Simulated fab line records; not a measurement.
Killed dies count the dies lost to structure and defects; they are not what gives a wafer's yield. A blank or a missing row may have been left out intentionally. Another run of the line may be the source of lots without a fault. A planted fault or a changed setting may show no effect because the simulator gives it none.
Which tool did it? ; flow nand_harc ; 12 lots with 36 wafers sampled at 5 steps, on a route of 1302 steps

## WHAT EACH GAUGE READ, for each wafer
NHARC_P_M2_CD_MEAS_09: target cd 170 nm. Usual: cd_nm reads 169.6 nm (standard deviation 0.71).
lot;measured;on;cd_nm (nm);flag
L953;day 6 14:49;cd_sem-02;169.9 169.7 169.4;
L956;day 8 00:26;cd_sem-02;169.9 169.9 170.6;
L957;day 8 01:55;cd_sem-01;168.4 168.7 168.6;
L958;day 8 07:14;cd_sem-01;168.8 169.2 168.8;
L963;day 10 19:10;cd_sem-01;170.7 170.2 170.1;
L965;day 11 13:34;cd_sem-02;169.5 168.6 169.3;
L967;day 12 15:17;cd_sem-03;169.5 170.0 169.1;
L971;day 13 21:44;cd_sem-01;170.9 170.3 170.0;
L972;day 14 12:47;cd_sem-02;170.1 170.4 170.2;
L973;day 14 17:58;cd_sem-01;168.9 169.6 168.5;
L974;day 14 23:58;cd_sem-03;169.6 168.8 169.9;
L976;day 15 21:36;cd_sem-01;169.9 170.1 169.6;

NHARC_END_SORT_01. Usual: defect_limited_yield is 91.0 % with standard deviation 2.8, killed_at_array is 56 with standard deviation 18, killed_at_other is 1.4 with standard deviation 1.5, killed_at_periphery is 4 with standard deviation 3.1, killed_dies is 61 with standard deviation 19, killed_open is 3.5 with standard deviation 1.8, and killed_short is 2.4 with standard deviation 1.4.
lot;measured;on;defect_limited_yield (%);killed_at_array;killed_at_other;killed_at_periphery;killed_dies;killed_open;killed_short;flag
L958;day 26 12:20;prober-02;90.7 89.8 92.2;61 67 51;1 1 1;1 1 1;63 69 53;2 5 1;2 0 4;
L965;day 30 15:55;prober-01;88.2;72;0;8;80;2;5;
L967;day 31 09:17;prober-02;91.7;50;1;5;56;2;2;

## WHICH TOOL RAN EACH LOT (tool, then ch and the chambers of the sampled wafers, then the start)
lot;NHARC_P_M1_ANNEAL_31;NHARC_P_M2_ETCH_15;NHARC_P_M2_STRIP_18
L953;rtp_anneal-02 ch 0, day 6 12:43;rie_diel-02 ch 0,1,2, day 6 15:11;rie_diel-04 ch 0,3, day 6 15:23
L956;rtp_anneal-02 ch 0, day 7 22:27;rie_diel-09 ch 0,1,2, day 8 00:49;rie_diel-04 ch 0,3, day 8 01:01
L957;rtp_anneal-02 ch 0, day 7 23:42;rie_diel-09 ch 0,1,3, day 8 02:17;rie_diel-04 ch 0,1,2, day 8 02:32
L958;rtp_anneal-02 ch 0, day 8 05:02;rie_diel-02 ch 1,2, day 8 07:35;rie_diel-02 ch 0,1,2, day 8 07:51
L963;rtp_anneal-01 ch 0, day 10 17:06;rie_diel-04 ch 1,2,3, day 10 20:01;rie_diel-02 ch 0,2, day 10 20:14
L965;rtp_anneal-02 ch 0, day 11 11:24;rie_diel-04 ch 0,1,3, day 11 13:56;rie_diel-09 ch 0,2, day 11 14:10
L967;rtp_anneal-02 ch 0, day 12 13:04;rie_diel-04 ch 0,1,2, day 12 15:38;rie_diel-02 ch 0,1,3, day 12 15:52
L971;rtp_anneal-02 ch 0, day 13 19:31;rie_diel-02 ch 0,2,3, day 13 22:06;rie_diel-04 ch 0,1, day 13 22:19
L972;rtp_anneal-01 ch 0, day 14 10:52;rie_diel-02 ch 2,3, day 14 13:08;rie_diel-04 ch 1,2,3, day 14 13:24
L973;rtp_anneal-02 ch 0, day 14 15:47;rie_diel-02 ch 0,2,3, day 14 18:19;rie_diel-04 ch 0,1,3, day 14 18:32
L974;rtp_anneal-02 ch 0, day 14 21:45;rie_diel-09 ch 1,2,3, day 15 00:19;rie_diel-02 ch 0,1,3, day 15 00:35
L976;rtp_anneal-02 ch 0, day 15 19:32;rie_diel-02 ch 0,1,2, day 15 21:58;rie_diel-02 ch 0,2,3, day 15 22:10
- NHARC_P_M1_ANNEAL_31: time 90 s.
- NHARC_P_M2_ETCH_15: etches the open film in C4F8/Ar, target depth 182.5 nm, time 91.2 s.
- NHARC_P_M2_STRIP_18: strips in N2/H2.

## WHAT THE TOOLS THEMSELVES READ (means of the sampled wafers that have a number; where no wafer has one, the mark that the record gives instead)
NHARC_P_M1_ANNEAL_31. Usual: wafer_temp_C_max reads 226.20 (standard deviation 0.27).
lot;tool;wafer_temp_C_max;flag
L953;rtp_anneal-02;226.29;
L956;rtp_anneal-02;226.58;
L957;rtp_anneal-02;226.37;
L958;rtp_anneal-02;226.13;
L963;rtp_anneal-01;226.31;
L965;rtp_anneal-02;226.27;
L967;rtp_anneal-02;226.47;
L971;rtp_anneal-02;226.25;
L972;rtp_anneal-01;226.00;
L973;rtp_anneal-02;226.05;
L974;rtp_anneal-02;226.25;
L976;rtp_anneal-02;226.08;

NHARC_P_M2_ETCH_15. Usual: bias_w 300.0 W, standard deviation 0.84; oes_product_au 0.947 a.u., standard deviation 0.024; rf_vpp_V 441.6 V, standard deviation 2.4; run_length_s 112.7 s, standard deviation 0.43.
lot;tool;bias_w (W);oes_product_au (a.u.);rf_vpp_V (V);run_length_s (s);flag
L953;rie_diel-02;300.0;0.961;440.9;112.6;
L956;rie_diel-09;300.8;0.968;441.4;112.4;
L957;rie_diel-09;300.6;0.970;443.6;112.4;
L958;rie_diel-02;300.5;0.964;439.1;112.5;
L963;rie_diel-04;300.3;0.925;441.9;113.1;
L965;rie_diel-04;300.0;0.922;442.4;110.1;OFF
L967;rie_diel-04;300.7;0.920;441.7;110.2;OFF
L971;rie_diel-02;300.1;0.966;441.4;112.6;
L972;rie_diel-02;300.2;0.944;440.3;112.1;
L973;rie_diel-02;300.7;0.966;441.8;112.3;
L974;rie_diel-09;299.7;0.977;441.1;112.3;
L976;rie_diel-02;299.7;0.933;440.7;112.4;

NHARC_P_M2_STRIP_18. Usual: drypump_motor_current_A 5.9 A, standard deviation 0.35; h2_flow_sccm 150.0 sccm, standard deviation 0.48; oes_product_au 1.000 a.u., standard deviation 0.011; rf_vpp_V 90.8 V, standard deviation 0.98; showerhead_plenum_p_Torr 2.07 Torr, standard deviation 0.084; throttle_valve_pct 14.171 %, standard deviation 0.0091.
lot;tool;drypump_motor_current_A (A);h2_flow_sccm (sccm);oes_product_au (a.u.);rf_vpp_V (V);showerhead_plenum_p_Torr (Torr);throttle_valve_pct (%);flag
L953;rie_diel-04;5.4;150.2;1.005;90.9;2.04;14.183;
L956;rie_diel-04;5.4;150.4;1.008;90.2;2.04;14.168;
L957;rie_diel-04;5.7;149.5;0.997;90.2;2.07;14.170;
L958;rie_diel-02;6.0;150.0;0.978;90.8;2.02;14.185;
L963;rie_diel-02;6.1;150.1;0.997;90.5;2.05;14.169;
L965;rie_diel-09;5.8;150.2;1.004;90.2;2.06;14.168;
L967;rie_diel-02;6.1;149.8;1.000;91.2;2.10;14.165;
L971;rie_diel-04;5.8;149.9;0.993;90.8;2.15;14.174;
L972;rie_diel-04;5.8;150.2;0.991;90.9;2.07;14.169;
L973;rie_diel-04;5.6;150.2;0.988;90.7;2.10;14.168;
L974;rie_diel-02;6.1;149.9;1.006;91.2;2.09;14.170;
L976;rie_diel-02;6.2;150.2;1.004;90.6;2.07;14.173;

## THE ANSWER, worked out from the rows above alone
Rule: a lot is off if the mean of its wafers that have a number lies more than 3 standard deviations from the usual mean. A lot without any number at a reading at which 4 lots or more have one is off too. The other lots that the step has rows for count as sound. First the gauges in route order, then the tools' own readings, where a lot's mean is used as printed above. The first step at which some lot is off is used, and at that step the reading that is off furthest; a lot without a number counts as furthest.
Off at NHARC_P_M2_ETCH_15 (run_length_s): L965, L967.
A tool fits if, at that step or a process step before it, it ran every lot that is off, and no sound lot after the first of them. One candidate fits, namely rie_diel-04 at NHARC_P_M2_ETCH_15. A fault onset in the window from L963 (day 10 20:01, its last sound lot) to L965 (day 11 13:56, its first lot off) fits.
On the lots that are off, the tool's own readings at NHARC_P_M2_ETCH_15 differ by more than 5 times the standard deviation of the sound lots' means, which bears it out; run_length_s reads 110.2 s there versus 112.5 s on the sound lots.

## WHAT THE SIMULATOR HAD INSERTED
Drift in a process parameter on rie_diel-04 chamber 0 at NHARC_P_M2_ETCH_15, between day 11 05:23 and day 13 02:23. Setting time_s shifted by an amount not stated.
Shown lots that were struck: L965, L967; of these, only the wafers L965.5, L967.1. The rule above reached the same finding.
